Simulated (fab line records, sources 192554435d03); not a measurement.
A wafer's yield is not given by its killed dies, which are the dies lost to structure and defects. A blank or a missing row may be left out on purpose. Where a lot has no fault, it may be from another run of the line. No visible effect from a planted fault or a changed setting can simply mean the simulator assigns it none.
Comparing a struck lot with a sound one | flow n5_finfet | 25 steps out of a route of 1938
Sound: wafers L811.1, L811.3, L811.5. Wafers L815.2, L815.4, L815.5 were the ones struck. The cause comes at the end.
Order at every step that has rows: each side's tool, ch and its chambers, its first start. Under that, the readings that differ: sound wafers | struck wafers | difference of the means | sigmas: that difference in standard deviations of wafers without a fault.
alike: a reading whose means differ by less than 2 such deviations, as well as words and numbers matching on both sides. not compared: withheld readings; readings where some wafer has no value; bounds like >300 that might hide an equal value; numbers whose values overlap and for which the record gives no deviation.
The two part at a step that has a row with sigmas, a row that says differs or no value, or rows on one side only. When numbers do not overlap yet have no deviation, they are printed without sigmas and do not part them. A reading missing from all wafers of one side parts the sides only when that side holds two or more wafers.

first, 10 steps without rows for these wafers: N5_DUMMY_GATE_UV_OZONE_45 (time 120 s); N5_SPACER0_ALD_07 (deposits SiNx, target thk 2 nm); N5_SPACER0_ALD_00 (deposits SiOCN, target thk 3.5 nm, pulse time 3 s, purge time 2 s); N5_SPACER0_ALD_08 (deposits SiNx, target thk 2 nm); N5_SD_EPI_N_COAT_32 (time 60 s, resist thk 350 nm); N5_SD_EPI_N_COAT_33 (time 60 s, resist thk 35 nm); N5_SD_EPI_N_COAT_03 (resist thk 150 nm); N5_SD_EPI_N_EBR_05; N5_SD_EPI_N_SOFTBAKE_04 (time 60 s); N5_SD_EPI_N_EXPOSE_06 (exposes mask SD N BLK, target cd 120 nm).
N5_SD_EPI_N_PEB_07: peb time 60 s.
  sound on litho_track-04 ch 0, day 5 20:57; struck on litho_track-04 ch 0, day 6 22:09
  reading                  | sound                | struck               | difference | sigmas
  heater_power_total_W (W) | 176.6 177.6 175.5    | 166.4 168.8 169.4    | -8.4       | -5
  plate_temp_C (C)         | 110.18 110.13 110.06 | 106.24 106.32 106.21 | -3.87      | -32
then, 1 step without rows for these wafers: N5_SD_EPI_N_DEVELOP_08 (develop time 30 s).
N5_SD_EPI_N_CD_MEAS_09: target cd 120 nm.
  sound on cd_sem-02 ch 0, day 5 21:01; struck on cd_sem-03 ch 0, day 6 22:13
  reading    | sound             | struck            | difference | sigmas
  cd_nm (nm) | 122.0 121.9 121.2 | 109.8 109.5 111.2 | -11.5      | -10
N5_SD_EPI_N_DESCUM_14: chemistry O2, time 7.9 s.
  sound on rie_diel-01 ch 1,2,3, day 5 21:16; struck on rie_diel-01 ch 0,2,3, day 6 22:25
  reading                   | sound             | struck          | difference | sigmas
  model.SD_EPI_N.cd_nm (nm) | 121.8 121.8 120.8 | 110 109.8 111.2 | -11        |
  alike: drypump_motor_current_A, oes_product_au, rf_vpp_V, showerhead_plenum_p_Torr, throttle_valve_pct
  not compared: rf_hours_counter_h
then, 7 steps without rows for these wafers: N5_SD_EPI_N_ETCH_34 (etches SiARC in CF4, target depth 45.5 nm, time 75.8 s); N5_SD_EPI_N_ETCH_35 (etches SOC in N2/H2, overetch 108 nm, time 486 s); N5_SD_EPI_N_STRIP_36 (strips in N2/H2); N5_SD_EPI_N_ETCHBACK_44 (etches SiNx in CH3F/O2, stops on SiO2, target depth 14.5 nm); N5_SD_EPI_N_ETCH_45 (etches SiOCN in CH3F/O2, target depth 6 nm); N5_SD_EPI_N_ETCH_16 (etches SiO2 in CHF3/O2, target depth 5 nm); N5_SD_EPI_N_STRIP_47 (strips in CHF3/O2).
N5_SD_EPI_N_SD_RECESS_17: chemistry HBr/Cl2/O2, target depth 41 nm, time 23.7 s, bt time 3 s.
  sound on rie_si-03 ch 1,2, day 5 21:56; struck on rie_si-03 ch 0,2,3, day 6 23:06
  reading                   | sound             | struck          | difference | sigmas
  model.SD_EPI_N.cd_nm (nm) | 122.6 122.8 120.2 | 110.4 109 111.2 | -11.7      |
  alike: O2_flow_sccm, bias_w, drypump_motor_current_A, oes_o_777_au, oes_product_au, throttle_valve_pct
  not compared: rf_hours_counter_h
then, 1 step without rows for these wafers: N5_SD_EPI_N_STRIP_38 (strips in N2/H2).
-- the record jumps here: 6 days lie between the struck wafers' starts before and after (it left off in module SD_EPI_N and takes up again in module BEOL_M4, whose first step shown is number 1111 of the route) --
N5_BEOL_M4_RC_MEAS_101:
  sound on prober-01 ch 0, day 11 11:11; struck on prober-01 ch 0, day 12 11:19
  alike: DIBL_N, DIBL_P, IOFF_N, IOFF_P, ION_N, ION_P, SS_N, SS_P, VT_N, VT_P
-- here the record skips 4 days between the struck wafers' starts before and after, leaving off in module BEOL_M4 and picking up in module PASSIVATION (first step shown: number 1936 of the route) --
N5_PASSIVATION_PROBE_49:
  rows exist in the record for the struck wafers here (prober-02, day 16 17:56), but not for the sound ones

WHERE THEY PART
Earliest at N5_SD_EPI_N_PEB_07; latest, in this record, at N5_PASSIVATION_PROBE_49.

WHY: whatever the simulator had introduced
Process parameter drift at N5_SD_EPI_N_PEB_07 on litho_track-04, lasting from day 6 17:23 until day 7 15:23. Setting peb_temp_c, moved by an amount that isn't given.
